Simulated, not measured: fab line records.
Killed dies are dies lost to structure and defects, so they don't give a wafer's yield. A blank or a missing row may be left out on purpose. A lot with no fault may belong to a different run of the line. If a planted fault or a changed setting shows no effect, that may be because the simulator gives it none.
Lot-split experiment | flow n5-finfet | route with 1938 steps; 7 lots, 21 wafers read

## ABOUT THE SPLIT
At N5_BEOL_M7_TRENCH_ETCH_37 (etches SiCOH lowk in C4F6/O2, target depth 93.478 nm, time 31.2 s), the setting time-s was moved away from the recipe's 31.2 s on 8 of the 21 wafers read, by -17.7% to +17.9%. All remaining wafers had this setting at the recipe value.

Reading taken at the split's own step.

## THE READING
BEOL_M7.feature-depth-nm (the simulator's own value, which no gauge read), in nm, at N5_BEOL_M7_TRENCH_ETCH_37 (etches SiCOH lowk in C4F6/O2, target depth 93.478 nm, time 31.2 s). The file does not state a usual value for it. Average 93.1 nm, standard deviation 1.8 nm, over the 13 wafers here run with the recipe.

wafer  | tool, chamber at the split | time-s as run, s | against the recipe | BEOL_M7.feature-depth-nm, nm | against lot-mates on the recipe
L074.2 | rie-diel-06, 0             | 31.2             | recipe             | 94.2                         | -
L074.4 | rie-diel-06, 2             | 31.2             | recipe             | 93.6                         | -
L074.6 | rie-diel-06, 1             | 31.2             | recipe             | 92.6                         | -
L077.1 | rie-diel-06, 1             | 33.96            | +8.8%              | 100                          | +4.2
L077.2 | rie-diel-06, 3             | 31.2             | recipe             | 95.8                         | -
L077.4 | rie-diel-06, 0             | 33.96            | +8.8%              | 103.2                        | +7.4
L078.2 | rie-diel-03, 2             | 33.89            | +8.6%              | 97.8                         | +6.2
L078.3 | rie-diel-03, 1             | 31.2             | recipe             | 91.6                         | -
L078.6 | rie-diel-03, 3             | 33.89            | +8.6%              | 103                          | +11.4
L087.1 | rie-diel-01, 2             | 31.2             | recipe             | 92.8                         | -
L087.2 | rie-diel-01, 1             | 31.2             | recipe             | 96.2                         | -
L087.6 | rie-diel-01, 2             | 31.2             | recipe             | 92                           | -
L089.4 | rie-diel-03, 3             | 36.77            | +17.9%             | 111.2                        | +18.2
L089.5 | rie-diel-03, 0             | 31.2             | recipe             | 91.2                         | -
L089.6 | rie-diel-03, 3             | 31.2             | recipe             | 94.8                         | -
L091.2 | rie-diel-03, 0             | 25.69            | -17.7%             | 75                           | -17.4
L091.5 | rie-diel-03, 3             | 31.2             | recipe             | 94                           | -
L091.6 | rie-diel-03, 0             | 31.2             | recipe             | 90.8                         | -
L090.1 | rie-diel-03, 0             | 31.2             | recipe             | 90.6                         | -
L090.4 | rie-diel-03, 2             | 35.56            | +14.0%             | 102.8                        | +12.2
L090.6 | rie-diel-03, 0             | 35.56            | +14.0%             | 104                          | +13.4

FIT RESULTS
A straight line over all 21 wafers: BEOL_M7.feature-depth-nm changes by +0.924 nm for each +1% of time-s; r = +0.96; the points scatter about the line by 2 nm.
The same after taking each lot's own level away (the mean of its wafers on the recipe; 21 wafers): +0.948 nm for each +1%; r = +0.97; scatter 1.7 nm.
According to that fit, moving time-s by its largest amount changes the reading by 17 nm.
The span of the lots' own levels, 90.60 to 95.80 nm, comes to 2.9 times the standard deviation stated above.
Hence the lot-to-lot level has little effect on the slope; both slopes agree.
Check: with one of the wafers moved furthest among these (+17.9%) left out of the fit, the line predicts +16.2 nm for it against its lot-mates. It came out at +18.2 nm against them.

## FURTHER SPLITS ON THESE WAFERS
These wafers also went through other splits before the reading. Each is held against what the fit with the lots' levels taken away leaves over:
other split on the same wafers | wafers away from the commonest value | r with BEOL_M7.feature-depth-nm (lot level and that fit taken away)
N5_BEOL_M5_COAT_74 spin-rpm    | 8                                    | +0.25
N5_BEOL_M6_EXPOSE_08 dose-mj   | 10                                   | -0.14
N5_BEOL_M6_COAT_22 spin-rpm    | 8                                    | +0.21

## THE WHOLE CHAIN: every reading that the file lists as answering this split, in the file's order
step                      | what it does                                                      | reading                                                                   | change (the file's fit)               | r (the file's)
N5_BEOL_M7_TRENCH_ETCH_37 | etches SiCOH lowk in C4F6/O2, target depth 93.478 nm, time 31.2 s | etch.depth-nm (the simulator's own value, which no gauge read)            | +0.958 nm for each +1% of the setting | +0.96
N5_BEOL_M7_TRENCH_ETCH_37 | etches SiCOH lowk in C4F6/O2, target depth 93.478 nm, time 31.2 s | BEOL_M7.feature-depth-nm (the simulator's own value, which no gauge read) | +0.959 nm for each +1% of the setting | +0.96

## FILE'S OWN FIT
BEOL_M7.feature-depth-nm changes by +0.959 nm for each +1% of time-s, r = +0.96.
